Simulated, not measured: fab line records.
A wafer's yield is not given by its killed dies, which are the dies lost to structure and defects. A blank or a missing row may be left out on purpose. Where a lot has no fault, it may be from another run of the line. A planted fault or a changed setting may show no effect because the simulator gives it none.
Struck lot and sound lot, side by side :: flow n5 finfet :: 16 out of 1938 route steps
Sound: wafers L429.1, L429.3, L429.6. Wafers L437.2, L437.5, L437.6 were the ones struck. Last of all comes the cause.
Each step with rows lists, per side, the tool, then ch with its chambers, then its first start. Under that, the readings that differ: sound wafers :: struck wafers :: difference of the means :: sigmas: that difference in standard deviations of wafers without a fault.
alike: words and numbers the same on both sides, and readings whose means are apart by under 2 such deviations; not compared: readings that were withheld, readings missing a value for some wafer, numbers with overlapping values and no deviation given by the record, and bounds like >300 which may hide the same value.
A row with sigmas, a row that says differs or no value, or rows on one side alone: a step with any of these is where the two part. Numbers that don't overlap but have no deviation are shown without sigmas and don't part them. Lack of a reading on every wafer of one side parts them only where that side has two or more wafers.

N5_ZERO_LAYER_PECVD_02: deposits SiO2 from SiH4/N2O, target thk 10 nm, time 6 s.
  sound on pecvd-04 ch 0,1,2, day 2 00:28; struck on pecvd-03 ch 0,1,2, day 4 00:17
  alike: heater power w, showerhead plenum p Torr, showerhead vpp V
  not compared: since wet clean h
then, 8 steps without rows for these wafers: N5_ZERO_LAYER_HMDS_04 (time 60 s); N5_ZERO_LAYER_COAT_05 (resist thk 1000 nm); N5_ZERO_LAYER_EBR_07; N5_ZERO_LAYER_SOFTBAKE_06 (time 90 s); N5_ZERO_LAYER_EXPOSE_08 (exposes mask ZERO, defocus 0 nm, target cd 2000 nm); N5_ZERO_LAYER_PEB_09; N5_ZERO_LAYER_DEVELOP_10 (develop time 60 s); N5_ZERO_LAYER_HARDBAKE_23 (time 120 s).
N5_ZERO_LAYER_CD_MEAS_11: target cd 2000 nm.
  sound on cd sem-01 ch 0, day 2 00:50; struck on cd sem-02 ch 0, day 4 00:46
reading: cd nm (nm)
sound: 2005.2 2003.3 2004.5
struck: 2002.2 1998.6 2000.7
difference: -3.8
sigmas: -3
N5_ZERO_LAYER_DESCUM_16: chemistry O2, time 7.9 s.
  sound on rie diel-05 ch 0,1,2, day 2 00:52; struck on rie diel-04 ch 1,2, day 4 00:49
reading: drypump motor current A (A)
sound: 5.8 5.2 5.7
struck: 6.6 6.2 6.5
difference: +0.9
sigmas: +2
  alike: bias power w, chamber pressure mTorr, oes product au, rf vpp V, showerhead plenum p Torr, throttle valve pct
  not compared: rf hours counter h
N5_ZERO_LAYER_ETCH_17: etches SiO2 in CF4, target depth 12 nm, time 13.3 s.
  sound on rie diel-05 ch 0,1,2, day 2 00:54; struck on rie diel-04 ch 1,2, day 4 00:50
  alike: chamber pressure mTorr, drypump motor current A, oes product au, rf vpp V, showerhead plenum p Torr, throttle valve pct
  not compared: rf hours counter h
N5_ZERO_LAYER_ETCH_18: etches Si in HBr/Cl2, target depth 120 nm, time 40 s.
  sound on rie si-03 ch 0,1,3, day 2 00:58; struck on rie si-01 ch 0,1,2, day 4 00:55
reading: model.etch.depth nm (nm)
sound: 120 119.5 119.7
struck: 196.7 198.8 198.7
difference: +78.3
sigmas: 

reading: model.ZERO_LAYER.feature depth nm (nm)
sound: 120 119.5 119.7
struck: 196.7 198.8 198.7
difference: +78.3
sigmas: 

reading: model.coat_of_ZERO_LAYER_COAT_05.thk nm (nm)
sound: 932.4 936.4 934.3
struck: 907.6 904.4 905
difference: -28.7
sigmas: 
  alike: chamber pressure mTorr, drypump motor current A, oes product au, throttle valve pct
  not compared: rf hours counter h
N5_ZERO_LAYER_STRIP_24: strips in O2.
  sound on plasma asher-02 ch 0,1, day 2 01:05; struck on plasma asher-02 ch 0,1, day 4 01:01
reading: strip time to endpoint s (s)
sound: 43.90 44.02 43.97
struck: 43.15 43.05 43.08
difference: -0.87
sigmas: -13
  alike: chamber pressure mTorr, drypump motor current A, heater power w, oes product au
  not compared: rf hours counter h
then, 1 step without rows for these wafers: N5_ZERO_LAYER_STRIP_19 (strips in SPM, time 900 s).
-- the record jumps here: 7 days lie between the struck wafers' starts before and after (it left off in module ZERO_LAYER and takes up again in module BEOL_M4, whose first step shown is number 1111 of the route) --
N5_BEOL_M4_RC_MEAS_101:
  sound on prober-01 ch 0, day 8 02:25; struck on prober-01 ch 0, day 10 18:37
  alike: DIBL_N, DIBL_P, IOFF_N, IOFF_P, ION_N, ION_P, SS_N, SS_P, VT_N, VT_P

WHERE THEY PART
Last at N5_ZERO_LAYER_STRIP_24 as far as this record goes, first at N5_ZERO_LAYER_CD_MEAS_11. Later steps at which nothing parts them and some readings are alike: N5_BEOL_M4_RC_MEAS_101.

WHY: the cause the simulator had injected
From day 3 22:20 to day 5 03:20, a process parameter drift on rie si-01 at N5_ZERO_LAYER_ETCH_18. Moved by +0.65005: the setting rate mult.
